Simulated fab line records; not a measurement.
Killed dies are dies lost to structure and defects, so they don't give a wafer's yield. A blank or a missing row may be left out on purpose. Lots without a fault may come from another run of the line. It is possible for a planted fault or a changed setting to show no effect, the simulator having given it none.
fab line records -- flow n5Finfet
[record] lots = 7, wafers = 21
route steps=1938 shown BEOL_M1@757 BEOL_M2@841 BEOL_M3@957 BEOL_M4@1026 BEOL_M5@1160
startH: hours from the record's first day to the start of the lot's first wafer shown -- waitH: how many hours have passed since the lot's step before this one -- " identical to the entry in the row above -- L1.1+2: a row that stands for several wafers -- - no value, or no start given -- * or withheld: withheld -- < > ~ a bound
route shown NAME@n: NAME is a module with steps in the file, n the number in the route of the first one -- usual: mean/standard deviation of fault-free wafers -- same: alike in all rows -- chamber/n: place in a boat -- sites: the reading at each site -- _std_site: standard deviation of those values -- _edge_site: outer sites' mean less inner sites' -- radiusMm: for every site, how far away it sits from the centre of the wafer -- mask NAME#n: copy n -- behind: the last tool/chamber to shape the wafer -- hold: reason for holding the lot/hours on hold/outcome of the hold -- device: transistor that didn't switch, given as n, p or np -- end of line: the same wafers' tests at the end of the route -- for a step that has no rows: nothing shown but its recipe -- killed: not the wafer's yield, but the dies lost to structure and defects at the first sort -- map: dies across one wafer; x = killed, . = not, _ = none there
set.NAME: the setting the step ran with; set.NAME@STEP: the setting that earlier step ran with -- model.NAME: the simulator's own value behind a step, which no gauge read
lots where settings were altered on purpose, with a table for each step and a row for each wafer
[[steps]]
[step N5_BEOL_M1_COAT_73]
[recipe] resist = underlayer, tempC = 205, timeS = 60, spinRpm = 1500, resistThkNm = 5
lot.wafer,tool,chamber,startH,waitH,set.tempC
L083.1,lithoTrack-02,0,-,-,212.5
L083.2+5,lithoTrack-02,0,-,-,205
L082.2+3+4,lithoTrack-05,0,-,-,205
L085.1+4,lithoTrack-05,0,-,-,205
L085.2,lithoTrack-05,0,-,-,199.4
L089.3+5,lithoTrack-05,0,-,-,196
L089.4,lithoTrack-05,0,-,-,205
L092.3,lithoTrack-01,0,-,-,209.6
L092.4+6,lithoTrack-01,0,-,-,205
L093.1+2+4,lithoTrack-02,0,-,-,205
L094.3+4+5,lithoTrack-02,0,-,-,205
[step N5_BEOL_M1_COAT_05]
[recipe] resist = CAR-EUV, spinRpm = 1500, resistThkNm = 30
[step N5_BEOL_M1_EBR_07]
[recipe] solvent = PGMEA, ebrWidthMm = 1.5
[step N5_BEOL_M1_STRIP_75]
[recipe] chemistry = N2/H2, tempC = 40, n2FlowSccm = 200, h2FlowSccm = 200, rfFrequencyHz = 6e+07
[step N5_BEOL_M1_STRIP_66]
[recipe] chemistry = CF4, resist = SiARC, powerW = 300, biasPowerW = 75, pressureMtorr = 50, cf4FlowSccm = 150, rfFrequencyHz = 6e+07
[step N5_BEOL_M1_HM_OPEN_17]
[recipe] chemistry = Cl2/BCl3, targetDepthA = 200, overetchA = 60, target = TiN, maskMaterial = SOC, ionEnergyEv = 150, pressureMtorr = 10, icpW = 1000, biasW = 126, Cl2_flow_sccm = 53.25, bcl3FlowSccm = 21.75, Ar_flow_sccm = 25
lot.wafer,tool,chamber,startH,waitH,set.targetThkA@BEOL_M1_HM_DEP_02,model.etch.depthNm
L083.1,rieMetal-01,1,169.07,0.0,224.7,22.28
L083.2,rieMetal-01,0,169.07,0.0,224.7,22.56
L083.5,rieMetal-01,0,169.07,0.0,200,19.92
L082.2,rieMetal-01,0,170.31,0.0,211.2,20.94
L082.3,rieMetal-01,0,170.31,0.0,200,19.89
L082.4,rieMetal-01,1,170.31,0.0,200,20.1
L085.1,rieMetal-03,1,189.16,0.0,179.8,18.07
L085.2,rieMetal-03,0,189.16,0.0,200,19.75
L085.4,rieMetal-03,1,189.16,0.0,179.8,17.96
L089.3,rieMetal-03,1,212.08,0.1,220.2,22.03
L089.4,rieMetal-03,0,212.08,0.1,220.2,22.09
L089.5,rieMetal-03,0,212.08,0.1,220.2,22
L092.3,rieMetal-02,0,230.21,0.1,175,17.05
L092.4,rieMetal-02,1,230.21,0.1,175,17.02
L092.6,rieMetal-02,0,230.21,0.1,200,19.66
L093.1,rieMetal-02,1,241.32,0.1,200,19.85
L093.2+4,rieMetal-02,0,241.32,0.1,200,19.86
L094.3,rieMetal-01,1,243.47,0.1,200,20.1
L094.4,rieMetal-01,0,243.47,0.1,200,20.11
L094.5,rieMetal-01,1,243.47,0.1,224,22.61
[step N5_BEOL_M2_ILD_DEP_00]
[recipe] material = SiOC, targetThkA = 790, tempC = 350, precursor = DEMS/O2, pressureTorr = 5, rfW = 500, timeS = 15.3
lot.wafer,tool,chamber,startH,waitH,set.timeS,model.SiOC_of_BEOL_M2_ILD_DEP_00.thkNm
L083.1,pecvd-03,2,186.90,0.0,15.3,77.2
L083.2,pecvd-03,1,186.90,0.0,13.27,67.8
L083.5,pecvd-03,1,186.90,0.0,15.3,79
L082.2,pecvd-04,2,189.78,0.1,14.11,72.4
L082.3,pecvd-04,0,189.78,0.1,15.3,78
L082.4,pecvd-04,0,189.78,0.1,15.3,79.8
L085.1,pecvd-03,2,200.44,0.0,16.18,81.4
L085.2,pecvd-03,0,200.44,0.0,15.3,77.4
L085.4,pecvd-03,0,200.44,0.0,15.3,78.2
L089.3,pecvd-03,0,229.51,0.1,16.12,81.2
L089.4,pecvd-03,1,229.51,0.1,16.12,82.6
L089.5,pecvd-03,1,229.51,0.1,15.3,78
L092.3,pecvd-04,1,239.55,0.0,16.18,81.8
L092.4,pecvd-04,2,239.55,0.0,15.3,78.2
L092.6,pecvd-04,1,239.55,0.0,16.18,83.4
L093.1,pecvd-04,2,250.88,0.0,15.3,78.2
L093.2,pecvd-04,1,250.88,0.0,15.3,77
L093.4,pecvd-04,2,250.88,0.0,15.3,78
L094.3,pecvd-01,2,253.68,0.0,16.06,83.2
L094.4,pecvd-01,0,253.68,0.0,16.06,83.4
L094.5,pecvd-01,1,253.68,0.0,15.3,78.2
[step N5_BEOL_M2_THK_MEAS_01]
[recipe] reads = SiOC_of_BEOL_M2_ILD_DEP_00
[usual] M2_ILD_THK = 78.7/0.96
lot.wafer,tool,chamber,startH,waitH,set.timeS@BEOL_M2_ILD_DEP_00,M2_ILD_THK[nm]
L083.1,filmMetro-01,-,186.97,0.0,15.3,77.3
L083.2,filmMetro-01,-,186.97,0.0,13.27,67.8
L083.5,filmMetro-01,-,186.97,0.0,15.3,79.1
L082.2,filmMetro-02,-,189.85,0.1,14.11,72.3
L082.3,filmMetro-02,-,189.85,0.1,15.3,77.9
L082.4,filmMetro-02,-,189.85,0.1,15.3,79.8
L085.1,filmMetro-01,-,200.51,0.0,16.18,81.4
L085.2,filmMetro-01,-,200.51,0.0,15.3,77.3
L085.4,filmMetro-01,-,200.51,0.0,15.3,78.2
L089.3,filmMetro-01,-,229.58,0.1,16.12,81.2
L089.4,filmMetro-01,-,229.58,0.1,16.12,82.5
L089.5,filmMetro-01,-,229.58,0.1,15.3,78.1
L092.3,filmMetro-02,-,239.62,0.1,16.18,81.9
L092.4,filmMetro-02,-,239.62,0.1,15.3,78.3
L092.6,filmMetro-02,-,239.62,0.1,16.18,83.4
L093.1,filmMetro-02,-,250.94,0.0,15.3,78.1
L093.2,filmMetro-02,-,250.94,0.0,15.3,77.0
L093.4,filmMetro-02,-,250.94,0.0,15.3,78.0
L094.3,filmMetro-02,-,253.75,0.1,16.06,83.2
L094.4,filmMetro-02,-,253.75,0.1,16.06,83.3
L094.5,filmMetro-02,-,253.75,0.1,15.3,78.3
[step N5_BEOL_M2_DESCUM_33]
[recipe] chemistry = O2, timeS = 7, sourcePowerW = 50, biasPowerW = 20, pressureMtorr = 20, rfFrequencyHz = 2.712e+07, tempC = 40, resist = CAR-EUV, o2FlowSccm = 225
lot.wafer,tool,chamber,startH,waitH,set.timeS,model.CAR-EUV_of_BEOL_M2_COAT_22.thkNm
L083.1+2,rieDiel-01,"1,3",190.47,0.0,7,26
L083.5,rieDiel-01,2,190.47,0.0,7,26.2
L082.2+3,rieDiel-03,"1,0",193.85,0.0,7,26
L082.4,rieDiel-03,3,193.85,0.0,5.772,26.6
L085.1+2+4,rieDiel-03,"0,3,2",202.66,0.0,7,26
L089.3,rieDiel-04,0,232.17,0.0,7,26.2
L089.4,rieDiel-04,1,232.17,0.0,5.74,27
L089.5,rieDiel-04,0,232.17,0.0,5.74,26.8
L092.3+4,rieDiel-01,"0,1",241.47,0.0,7,26
L092.6,rieDiel-01,0,241.47,0.0,7,26.2
L093.1,rieDiel-04,0,254.79,1.5,7,26
L093.2+4,rieDiel-04,"2,1",254.79,1.5,7,26.2
L094.3+4,rieDiel-04,"3,0",256.51,0.3,7,26
L094.5,rieDiel-04,1,256.51,0.3,7,26.2
[step N5_BEOL_M2_ETCH_77]
[recipe] chemistry = N2/H2, target = underlayer, targetDepthA = 65, maskMaterial = CAR-EUV, timeS = 5.2, ionEnergyEv = 200, pressureMtorr = 30, sourceW = 840, biasW = 150, n2FlowSccm = 200, h2FlowSccm = 200, ends = cleared
lot.wafer,tool,chamber,startH,waitH,set.timeS@BEOL_M2_DESCUM_33,model.CAR-EUV_of_BEOL_M2_COAT_22.thkNm
L083.1+2+5,rieDiel-01,"1,3,2",190.50,0.0,7,20.4
L082.2+3,rieDiel-03,"1,0",193.88,0.0,7,20.4
L082.4,rieDiel-03,3,193.88,0.0,5.772,21
L085.1,rieDiel-03,0,202.70,0.0,7,20.4
L085.2+4,rieDiel-03,"3,2",202.70,0.0,7,20.2
L089.3,rieDiel-04,0,232.20,0.0,7,20.4
L089.4+5,rieDiel-04,"1,0",232.20,0.0,5.74,21.2
L092.3+4,rieDiel-01,"0,1",241.50,0.0,7,20.2
L092.6,rieDiel-01,0,241.50,0.0,7,20.4
L093.1+2+4,rieDiel-04,"0,2,1",254.82,0.0,7,20.4
L094.3+4+5,rieDiel-04,"3,0,1",256.54,0.0,7,20.4
[step N5_BEOL_M2_ETCH_69]
[recipe] chemistry = CF4, target = SiARC, targetDepthA = 156, maskMaterial = CAR-EUV, timeS = 26, ionEnergyEv = 80, pressureMtorr = 40, sourceW = 545, biasW = 36, Ar_flow_sccm = 100, cf4FlowSccm = 100, ends = cleared
lot.wafer,tool,chamber,startH,waitH,set.timeS@BEOL_M2_DESCUM_33,model.CAR-EUV_of_BEOL_M2_COAT_22.thkNm
L083.1+2+5,rieDiel-01,"1,3,2",190.52,0.0,7,11.2
L082.2,rieDiel-03,1,193.90,0.0,7,11.2
L082.3,rieDiel-03,0,193.90,0.0,7,11
L082.4,rieDiel-03,3,193.90,0.0,5.772,11.6
L085.1,rieDiel-03,0,202.71,0.0,7,11.2
L085.2+4,rieDiel-03,"3,2",202.71,0.0,7,11
L089.3,rieDiel-04,0,232.22,0.0,7,11.2
L089.4,rieDiel-04,1,232.22,0.0,5.74,12
L089.5,rieDiel-04,0,232.22,0.0,5.74,11.8
L092.3+4,rieDiel-01,"0,1",241.52,0.0,7,11
L092.6,rieDiel-01,0,241.52,0.0,7,11.2
L093.1+2+4,rieDiel-04,"0,2,1",254.84,0.0,7,11.2
L094.3+4+5,rieDiel-04,"3,0,1",256.56,0.0,7,11.2
[step N5_BEOL_M3_COAT_67]
[recipe] resist = SOC, tempC = 250, timeS = 60, spinRpm = 1500, resistThkNm = 60
lot.wafer,tool,chamber,startH,waitH,set.spinRpm,model.SOC_of_BEOL_M3_COAT_67.thkNm
L083.1,lithoTrack-03,0,200.37,0.0,1500,60.2
L083.2,lithoTrack-03,0,200.37,0.0,1500,60
L083.5,lithoTrack-03,0,200.37,0.0,1500,59.8
L082.2+3+4,lithoTrack-03,0,208.06,0.0,1635,57.6
L085.1,lithoTrack-01,0,231.90,0.0,1382,62.6
L085.2,lithoTrack-01,0,231.90,0.0,1500,60
L085.4,lithoTrack-01,0,231.90,0.0,1382,62.4
L089.3,lithoTrack-03,0,241.57,0.0,1557,59
L089.4,lithoTrack-03,0,241.57,0.0,1557,58.8
L089.5,lithoTrack-03,0,241.57,0.0,1500,60
L092.3,lithoTrack-03,0,258.37,0.0,1590,58.6
L092.4,lithoTrack-03,0,258.37,0.0,1500,60.2
L092.6,lithoTrack-03,0,258.37,0.0,1500,60
L093.1+4,lithoTrack-03,0,266.49,0.0,1500,60
L093.2,lithoTrack-03,0,266.49,0.0,1500,59.8
L094.3,lithoTrack-01,0,268.93,0.0,1500,59.8
L094.4+5,lithoTrack-01,0,268.93,0.0,1563,58.6
[step N5_BEOL_M3_COAT_68]
[recipe] resist = SiARC, tempC = 220, timeS = 60, spinRpm = 1500, resistThkNm = 12
lot.wafer,tool,chamber,startH,waitH,set.spinRpm,model.SiARC_of_BEOL_M3_COAT_68.thkNm
L083.1+2+5,lithoTrack-03,0,-,-,1500,12
L082.2+4,lithoTrack-03,0,-,-,1403,12.4
L082.3,lithoTrack-03,0,-,-,1500,12
L085.1+2+4,lithoTrack-01,0,-,-,1500,12
L089.3+5,lithoTrack-03,0,-,-,1500,12
L089.4,lithoTrack-03,0,-,-,1429,12.2
L092.3+4+6,lithoTrack-03,0,-,-,1500,12
L093.1+2+4,lithoTrack-03,0,-,-,1500,12
L094.3,lithoTrack-01,0,-,-,1440,12.2
L094.4+5,lithoTrack-01,0,-,-,1500,12
[step N5_BEOL_M3_COAT_76]
[recipe] resist = underlayer, tempC = 205, timeS = 60, spinRpm = 1500, resistThkNm = 5
[step N5_BEOL_M3_COAT_22]
[recipe] resist = CAR-EUV, spinRpm = 1500, resistThkNm = 30
[step N5_BEOL_M3_DESCUM_33]
[recipe] chemistry = O2, timeS = 7, sourcePowerW = 50, biasPowerW = 20, pressureMtorr = 20, rfFrequencyHz = 2.712e+07, tempC = 40, resist = CAR-EUV, o2FlowSccm = 225
[step N5_BEOL_M3_ETCH_77]
[recipe] chemistry = N2/H2, target = underlayer, targetDepthA = 65, maskMaterial = CAR-EUV, timeS = 5.2, ionEnergyEv = 200, pressureMtorr = 30, sourceW = 840, biasW = 150, n2FlowSccm = 200, h2FlowSccm = 200, ends = cleared
[step N5_BEOL_M3_ETCH_69]
[recipe] chemistry = CF4, target = SiARC, targetDepthA = 156, maskMaterial = CAR-EUV, timeS = 26, ionEnergyEv = 80, pressureMtorr = 40, sourceW = 545, biasW = 36, Ar_flow_sccm = 100, cf4FlowSccm = 100, ends = cleared
[usual] etchRfOnTimeS = 25.8/0.34
lot.wafer,tool,chamber,startH,waitH,set.spinRpm@BEOL_M3_COAT_68,etchRfOnTimeS,model.etch.depthNm
L083.1,rieDiel-06,1,200.83,0.0,1500,25.7,12
L083.2,rieDiel-06,3,200.83,0.0,1500,25.5,12.01
L083.5,rieDiel-06,1,200.83,0.0,1500,25.5,12.01
L082.2,rieDiel-05,2,208.52,0.0,1403,26.8,12.38
L082.3,rieDiel-05,0,208.52,0.0,1500,25.6,11.99
L082.4,rieDiel-05,3,208.52,0.0,1403,26.4,12.4
L085.1,rieDiel-05,0,232.36,0.0,1500,25.5,12.03
L085.2,rieDiel-05,3,232.36,0.0,1500,25.8,12.06
L085.4,rieDiel-05,2,232.36,0.0,1500,25.9,12.03
L089.3,rieDiel-06,3,242.54,0.0,1500,25.3,11.93
L089.4,rieDiel-06,1,242.54,0.0,1429,26.0,12.24
L089.5,rieDiel-06,1,242.54,0.0,1500,25.4,11.93
L092.3,rieDiel-05,3,258.83,0.0,1500,25.7,12.03
L092.4,rieDiel-05,3,258.83,0.0,1500,25.6,11.99
L092.6,rieDiel-05,1,258.83,0.0,1500,25.6,12
L093.1,rieDiel-06,3,267.07,0.0,1500,25.6,12.05
L093.2,rieDiel-06,1,267.07,0.0,1500,25.5,12.03
L093.4,rieDiel-06,0,267.07,0.0,1500,26.0,12.02
L094.3,rieDiel-05,2,269.51,0.0,1440,26.4,12.25
L094.4,rieDiel-05,3,269.51,0.0,1500,25.6,11.96
L094.5,rieDiel-05,3,269.51,0.0,1500,25.8,11.99
[step N5_BEOL_M3_ALD_98]
[recipe] material = SiO2, targetThkA = 25, tempC = 100, aldPrecursorFamily = BDEAS, aldCoReactant = O2-plasma, pulseTimeS = 1, coReactantPulseTimeS = 1, purgeTimeS = 2, coReactantPurgeTimeS = 2, aldCycles = 17, pressureTorr = 2
[step N5_BEOL_M3_ETCHBACK_99]
[recipe] chemistry = CHF3, target = SiO2, targetDepthA = 50, timeS = 10.4, sourceW = 215, biasW = 47, Ar_flow_sccm = 200, CHF3_flow_sccm = 12, ionEnergyEv = 100, pressureMtorr = 30
[step N5_BEOL_M3_ETCH_70]
[recipe] chemistry = N2/H2, target = SOC, targetDepthA = 800, overetchA = 160, maskMaterial = SiARC, tempC = 40, timeS = 120, ionEnergyEv = 200, pressureMtorr = 30, sourceW = 840, biasW = 150, n2FlowSccm = 200, h2FlowSccm = 200
lot.wafer,tool,chamber,startH,waitH,set.spinRpm@BEOL_M3_COAT_67,model.etch.depthNm
L083.1,rieDiel-06,3,206.35,0.0,1500,60.13
L083.2,rieDiel-06,0,206.35,0.0,1500,59.91
L083.5,rieDiel-06,1,206.35,0.0,1500,59.76
L082.2,rieDiel-06,3,220.47,0.0,1635,57.61
L082.3,rieDiel-06,1,220.47,0.0,1635,57.57
L082.4,rieDiel-06,0,220.47,0.0,1635,57.54
L085.1,rieDiel-06,2,235.38,0.0,1382,62.54
L085.2,rieDiel-06,1,235.38,0.0,1500,60.09
L085.4,rieDiel-06,3,235.38,0.0,1382,62.47
L089.3,rieDiel-06,0,246.34,0.0,1557,58.91
L089.4,rieDiel-06,3,246.34,0.0,1557,58.88
L089.5,rieDiel-06,0,246.34,0.0,1500,60.03
L092.3,rieDiel-05,1,259.60,0.0,1590,58.57
L092.4,rieDiel-05,2,259.60,0.0,1500,60.18
L092.6,rieDiel-05,3,259.60,0.0,1500,60.08
L094.3,rieDiel-05,2,278.75,0.0,1500,59.83
L094.4,rieDiel-05,0,278.75,0.0,1563,58.63
L094.5,rieDiel-05,3,278.75,0.0,1563,58.64
L093.1,rieDiel-05,1,283.07,0.0,1500,59.98
L093.2,rieDiel-05,0,283.07,0.0,1500,59.9
L093.4,rieDiel-05,2,283.07,0.0,1500,59.91
[step N5_BEOL_M3_STRIP_71]
[recipe] chemistry = N2/H2, tempC = 40, n2FlowSccm = 200, h2FlowSccm = 200, rfFrequencyHz = 6e+07
[step N5_BEOL_M3_STRIP_78]
[recipe] chemistry = N2/H2, tempC = 40, n2FlowSccm = 200, h2FlowSccm = 200, rfFrequencyHz = 6e+07
[step N5_BEOL_M3_VIA_ETCH_34]
[recipe] chemistry = C4F6/O2, targetDepthA = 694, maskMaterial = SOC, pressureMtorr = 15, ionEnergyEv = 250, taperDeg = 4, timeS = 65.9, sourceW = 350, biasW = 170, Ar_flow_sccm = 300, C4F6_flow_sccm = 10, O2_flow_sccm = 10
lot.wafer,tool,chamber,startH,waitH,set.spinRpm@BEOL_M3_COAT_67,model.SOC_of_BEOL_M3_COAT_67.thkNm
L083.1,rieDiel-06,3,206.45,0.0,1500,52
L083.2,rieDiel-06,0,206.45,0.0,1500,51.8
L083.5,rieDiel-06,1,206.45,0.0,1500,51.6
L082.2,rieDiel-06,3,220.57,0.0,1635,49.4
L082.3,rieDiel-06,1,220.57,0.0,1635,49.2
L082.4,rieDiel-06,0,220.57,0.0,1635,49.6
L085.1,rieDiel-06,2,235.48,0.0,1382,54.6
L085.2,rieDiel-06,1,235.48,0.0,1500,51.8
L085.4,rieDiel-06,3,235.48,0.0,1382,54.2
L089.3,rieDiel-06,0,246.44,0.0,1557,51
L089.4,rieDiel-06,3,246.44,0.0,1557,50.6
L089.5,rieDiel-06,0,246.44,0.0,1500,52
L092.3,rieDiel-05,1,259.70,0.0,1590,50.4
L092.4,rieDiel-05,2,259.70,0.0,1500,52.2
L092.6,rieDiel-05,3,259.70,0.0,1500,52
L094.3,rieDiel-05,2,278.85,0.0,1500,51.6
L094.4+5,rieDiel-05,"0,3",278.85,0.0,1563,50.4
L093.1+2+4,rieDiel-05,"1,0,2",283.17,0.0,1500,51.8
[step N5_BEOL_M4_COAT_62]
[recipe] resist = SiARC, tempC = 220, timeS = 60, spinRpm = 1500, resistThkNm = 12
lot.wafer,tool,chamber,startH,waitH,set.spinRpm,model.SiARC_of_BEOL_M4_COAT_62.thkNm
L083.1+2,lithoTrack-02,0,-,-,1450,12.2
L083.5,lithoTrack-02,0,-,-,1500,12
L082.2+3,lithoTrack-05,0,-,-,1500,12
L082.4,lithoTrack-05,0,-,-,1438,12.2
L085.1+2,lithoTrack-05,0,-,-,1645,11.4
L085.4,lithoTrack-05,0,-,-,1500,12
L089.3,lithoTrack-04,0,-,-,1650,11.4
L089.4+5,lithoTrack-04,0,-,-,1500,12
L092.3+4+6,lithoTrack-05,0,-,-,1500,12
L094.3+4+5,lithoTrack-02,0,-,-,1500,12
L093.1+4,lithoTrack-04,0,-,-,1500,12
L093.2,lithoTrack-04,0,-,-,1500,12.2
[step N5_BEOL_M4_COAT_73]
[recipe] resist = underlayer, tempC = 205, timeS = 60, spinRpm = 1500, resistThkNm = 5
[step N5_BEOL_M4_COAT_05]
[recipe] resist = CAR-EUV, spinRpm = 1500, resistThkNm = 30
[step N5_BEOL_M4_DESCUM_16]
[recipe] chemistry = O2, timeS = 7, sourcePowerW = 50, biasPowerW = 20, pressureMtorr = 20, rfFrequencyHz = 2.712e+07, tempC = 40, resist = CAR-EUV, o2FlowSccm = 225
[step N5_BEOL_M4_ETCH_74]
[recipe] chemistry = N2/H2, target = underlayer, targetDepthA = 65, maskMaterial = CAR-EUV, timeS = 5.2, ionEnergyEv = 200, pressureMtorr = 30, sourceW = 840, biasW = 150, n2FlowSccm = 200, h2FlowSccm = 200, ends = cleared
[step N5_BEOL_M4_ETCH_63]
[recipe] chemistry = CF4, target = SiARC, targetDepthA = 156, maskMaterial = CAR-EUV, timeS = 26, ionEnergyEv = 80, pressureMtorr = 40, sourceW = 545, biasW = 36, Ar_flow_sccm = 100, cf4FlowSccm = 100, ends = cleared
lot.wafer,tool,chamber,startH,waitH,set.spinRpm@BEOL_M4_COAT_62,model.etch.depthNm
L083.1,rieDiel-03,3,212.45,0.0,1450,12.2
L083.2,rieDiel-03,1,212.45,0.0,1450,12.19
L083.5,rieDiel-03,0,212.45,0.0,1500,12.02
L082.2,rieDiel-04,0,226.32,0.0,1500,12.05
L082.3,rieDiel-04,3,226.32,0.0,1500,11.98
L082.4,rieDiel-04,2,226.32,0.0,1438,12.27
L085.1+2,rieDiel-03,"2,0",240.61,0.0,1645,11.46
L085.4,rieDiel-03,1,240.61,0.0,1500,12
L089.3,rieDiel-01,2,255.00,0.0,1650,11.49
L089.4,rieDiel-01,0,255.00,0.0,1500,12.06
L089.5,rieDiel-01,2,255.00,0.0,1500,12.09
L092.3,rieDiel-01,1,266.97,0.0,1500,12.01
L092.4,rieDiel-01,3,266.97,0.0,1500,12.02
L092.6,rieDiel-01,2,266.97,0.0,1500,12.03
L094.3,rieDiel-01,1,287.70,0.0,1500,11.95
L094.4,rieDiel-01,2,287.70,0.0,1500,11.92
L094.5,rieDiel-01,1,287.70,0.0,1500,11.99
L093.1,rieDiel-03,1,290.10,0.0,1500,12.07
L093.2,rieDiel-03,3,290.10,0.0,1500,12.11
L093.4,rieDiel-03,0,290.10,0.0,1500,12.05
[step N5_BEOL_M4_TRENCH_ETCH_37]
[recipe] chemistry = C4F6/O2, targetDepthA = 555.55, target = SiOC, timeS = 29.2, ionEnergyEv = 250, pressureMtorr = 30, sourceW = 355, biasW = 185, Ar_flow_sccm = 300, C4F6_flow_sccm = 10, O2_flow_sccm = 10
[usual] rfVppV = 665/6
lot.wafer,tool,chamber,startH,waitH,set.biasW,rfVppV
L083.1,rieDiel-01,1,-,-,185,665
L083.2,rieDiel-01,2,-,-,165.5,610
L083.5,rieDiel-01,1,-,-,185,667
L082.2,rieDiel-04,2,-,-,202,713
L082.3,rieDiel-04,3,-,-,185,679
L082.4,rieDiel-04,1,-,-,185,677
L085.1,rieDiel-01,0,-,-,185,668
L085.2,rieDiel-01,2,-,-,185,666
L085.4,rieDiel-01,0,-,-,185,669
L089.3,rieDiel-01,1,-,-,173.5,633
L089.4,rieDiel-01,2,-,-,185,668
L089.5,rieDiel-01,3,-,-,185,660
L092.3,rieDiel-03,0,-,-,185,675
L092.4,rieDiel-03,3,-,-,185,655
L092.6,rieDiel-03,1,-,-,185,657
L094.3,rieDiel-01,1,-,-,185,664
L094.4,rieDiel-01,0,-,-,185,668
L094.5,rieDiel-01,1,-,-,185,665
L093.1,rieDiel-04,2,-,-,185,665
L093.2,rieDiel-04,0,-,-,185,656
L093.4,rieDiel-04,1,-,-,185,676
[step N5_BEOL_M5_TRENCH_ETCH_37]
[recipe] chemistry = C4F6/O2, targetDepthA = 716.52, target = SiCOH_lowk, timeS = 24.7, ionEnergyEv = 250, pressureMtorr = 30, sourceW = 345, biasW = 185, Ar_flow_sccm = 300, C4F6_flow_sccm = 10, O2_flow_sccm = 10
[usual] rfVppV = 664/5.7
lot.wafer,tool,chamber,startH,waitH,set.sourceW,rfVppV
L083.1,rieDiel-06,2,-,-,345,656
L083.2,rieDiel-06,1,-,-,345,668
L083.5,rieDiel-06,3,-,-,345,672
L082.2,rieDiel-05,1,-,-,345,654
L082.3,rieDiel-05,2,-,-,402.1,614
L082.4,rieDiel-05,0,-,-,402.1,615
L085.1,rieDiel-06,3,-,-,345,673
L085.2,rieDiel-06,2,-,-,345,656
L085.4,rieDiel-06,1,-,-,345,667
L089.3,rieDiel-06,3,-,-,318.8,701
L089.4,rieDiel-06,0,-,-,318.8,690
L089.5,rieDiel-06,2,-,-,345,656
L092.3,rieDiel-05,3,-,-,345,665
L092.4,rieDiel-05,1,-,-,345,653
L092.6,rieDiel-05,1,-,-,301.8,700
L094.3,rieDiel-02,3,-,-,388.1,634
L094.4,rieDiel-02,0,-,-,345,663
L094.5,rieDiel-02,0,-,-,388.1,625
L093.1,rieDiel-06,3,-,-,345,672
L093.2,rieDiel-06,1,-,-,345,667
L093.4,rieDiel-06,0,-,-,345,662
[[key]]
[split] step = N5_BEOL_M1_COAT_73, setting = tempC, stated = 205, by = wafer
response none clear
[split] step = N5_BEOL_M2_ILD_DEP_00, setting = timeS, stated = 15.3, by = wafer
[response] step = N5_BEOL_M2_ILD_DEP_00, reading = model.SiOC_of_BEOL_M2_ILD_DEP_00.thkNm, change = +0.785, per = 1%, r = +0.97
[response] step = N5_BEOL_M2_THK_MEAS_01, reading = M2_ILD_THK, change = +0.782, per = 1%, r = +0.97
[split] step = N5_BEOL_M2_DESCUM_33, setting = timeS, stated = 7, by = wafer
[response] step = N5_BEOL_M2_DESCUM_33, reading = model.CAR-EUV_of_BEOL_M2_COAT_22.thkNm, change = -0.0366, per = 1%, r = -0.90
[response] step = N5_BEOL_M2_ETCH_77, reading = model.CAR-EUV_of_BEOL_M2_COAT_22.thkNm, change = -0.0395, per = 1%, r = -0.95
[response] step = N5_BEOL_M2_ETCH_69, reading = model.CAR-EUV_of_BEOL_M2_COAT_22.thkNm, change = -0.0338, per = 1%, r = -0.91
[split] step = N5_BEOL_M3_COAT_67, setting = spinRpm, stated = 1500, by = wafer
[response] step = N5_BEOL_M3_COAT_67, reading = model.SOC_of_BEOL_M3_COAT_67.thkNm, change = -0.292, per = 1%, r = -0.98
[response] step = N5_BEOL_M3_ETCH_70, reading = model.etch.depthNm, change = -0.29, per = 1%, r = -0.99
[response] step = N5_BEOL_M3_VIA_ETCH_34, reading = model.SOC_of_BEOL_M3_COAT_67.thkNm, change = -0.31, per = 1%, r = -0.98
[split] step = N5_BEOL_M3_COAT_68, setting = spinRpm, stated = 1500, by = wafer
[response] step = N5_BEOL_M3_COAT_68, reading = model.SiARC_of_BEOL_M3_COAT_68.thkNm, change = -0.054, per = 1%, r = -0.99
[response] step = N5_BEOL_M3_ETCH_69, reading = etchRfOnTimeS, change = *, per = 1%, r = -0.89
[response] step = N5_BEOL_M3_ETCH_69, reading = model.etch.depthNm, change = -0.0639, per = 1%, r = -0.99
[split] step = N5_BEOL_M4_COAT_62, setting = spinRpm, stated = 1500, by = wafer
[response] step = N5_BEOL_M4_COAT_62, reading = model.SiARC_of_BEOL_M4_COAT_62.thkNm, change = -0.06, per = 1%, r = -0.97
[response] step = N5_BEOL_M4_ETCH_63, reading = model.etch.depthNm, change = -0.0578, per = 1%, r = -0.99
[split] step = N5_BEOL_M4_TRENCH_ETCH_37, setting = biasW, stated = 185, by = wafer
[response] step = N5_BEOL_M4_TRENCH_ETCH_37, reading = rfVppV, change = +4.74, per = 1%, r = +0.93
[split] step = N5_BEOL_M5_TRENCH_ETCH_37, setting = sourceW, stated = 345, by = wafer
[response] step = N5_BEOL_M5_TRENCH_ETCH_37, reading = rfVppV, change = -2.92, per = 1%, r = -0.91
split outsideThisFile step=N5_BEOL_M1_HM_DEP_02 setting=targetThkA
// split outsideThisFile: this setting was split too, and the file shows its column; the key of that split is in another file
